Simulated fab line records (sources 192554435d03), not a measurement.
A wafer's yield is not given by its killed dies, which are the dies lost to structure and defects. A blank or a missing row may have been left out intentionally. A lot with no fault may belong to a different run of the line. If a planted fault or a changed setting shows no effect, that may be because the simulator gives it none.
Split-lot experiment ; flow n5Finfet ; route with 1938 steps; 7 lots, 21 wafers read

== THE SPLIT ==
At N5_BEOL_M9_EXPOSE_25 (exposes mask V8), the setting doseMj was moved away from the recipe's 37.25 on 6 of the 21 wafers read, by -4.5% to +4.7%. For the rest of the wafers, this setting stayed at what the recipe calls for.

== FROM THE SPLIT TO THE READING: what the file shows between them, 2 steps ==
- N5_BEOL_M9_PEB_26: peb time 60 s
- N5_BEOL_M9_DEVELOP_27: develop time 30 s

== THE READING ==
Shown in nm: cdNm at N5_BEOL_M9_CD_MEAS_28, with target cd 70 nm. On this fab line, fault-free wafers typically give 69.90 nm with a standard deviation of 0.24 nm.

wafer;tool, chamber at the split;doseMj as run;against the recipe;cdNm, nm;against lot-mates on the recipe
L076.3;euvScanner-01, 0;37.25;recipe;70.16;-
L076.4;euvScanner-01, 0;37.25;recipe;70.03;-
L076.6;euvScanner-01, 0;37.25;recipe;69.59;-
L078.2;euvScanner-01, 0;37.25;recipe;69.79;-
L078.3;euvScanner-01, 0;35.58;-4.5%;68.60;-1.19
L078.5;euvScanner-01, 0;35.58;-4.5%;68.49;-1.30
L081.1;euvScanner-02, 0;37.25;recipe;70.61;-
L081.5;euvScanner-02, 0;37.25;recipe;69.74;-
L081.6;euvScanner-02, 0;36.18;-2.9%;69.56;-0.61
L082.1;euvScanner-02, 0;37.25;recipe;70.01;-
L082.4;euvScanner-02, 0;37.25;recipe;69.90;-
L082.5;euvScanner-02, 0;37.25;recipe;69.80;-
L083.1;euvScanner-02, 0;37.25;recipe;69.73;-
L083.4;euvScanner-02, 0;39;+4.7%;70.79;+1.06
L083.6;euvScanner-02, 0;39;+4.7%;70.81;+1.08
L088.1;euvScanner-01, 0;37.25;recipe;69.51;-
L088.2;euvScanner-01, 0;37.25;recipe;69.87;-
L088.6;euvScanner-01, 0;37.25;recipe;69.93;-
L093.1;euvScanner-01, 0;38.06;+2.2%;70.11;+0.36
L093.4;euvScanner-01, 0;37.25;recipe;69.62;-
L093.5;euvScanner-01, 0;37.25;recipe;69.88;-

FIT RESULTS
A straight line over all 21 wafers: cdNm changes by +0.226 nm for each +1% of doseMj; r = +0.88; the points scatter about the line by 0.27 nm.
The same after taking each lot's own level away (the mean of its wafers on the recipe; 21 wafers): +0.244 nm for each +1%; r = +0.94; scatter 0.21 nm.
That fit puts the effect of the largest move of doseMj on the reading at 1.1 nm.
The lots' own levels span 69.730 to 70.175 nm, that is 1.9 times the standard deviation above.
The two slopes are in agreement: the lot-to-lot level therefore moves the slope only a little.
Check: with one of the wafers moved furthest among these (+4.7%) left out of the fit, the line predicts +1.14 nm for it against its lot-mates. It came out at +1.06 nm against them.

== FURTHER SPLITS ON THESE WAFERS ==
Before the reading, these wafers also passed through other splits. Each is held against what the fit with the lots' levels taken away leaves over:
other split on the same wafers;wafers away from the commonest value;r with cdNm (lot level and that fit taken away)
N5_BEOL_M6_COAT_64 spinRpm;8;+0.27
N5_BEOL_M7_ILD_DEP_00 timeS;7;-0.14
N5_BEOL_M7_DESCUM_33 timeS;7;+0.19
N5_BEOL_M9_COAT_05 spinRpm;6;-0.29

== FILE'S OWN FIT ==
cdNm changes by +0.238 nm for each +1% of doseMj, r = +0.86.
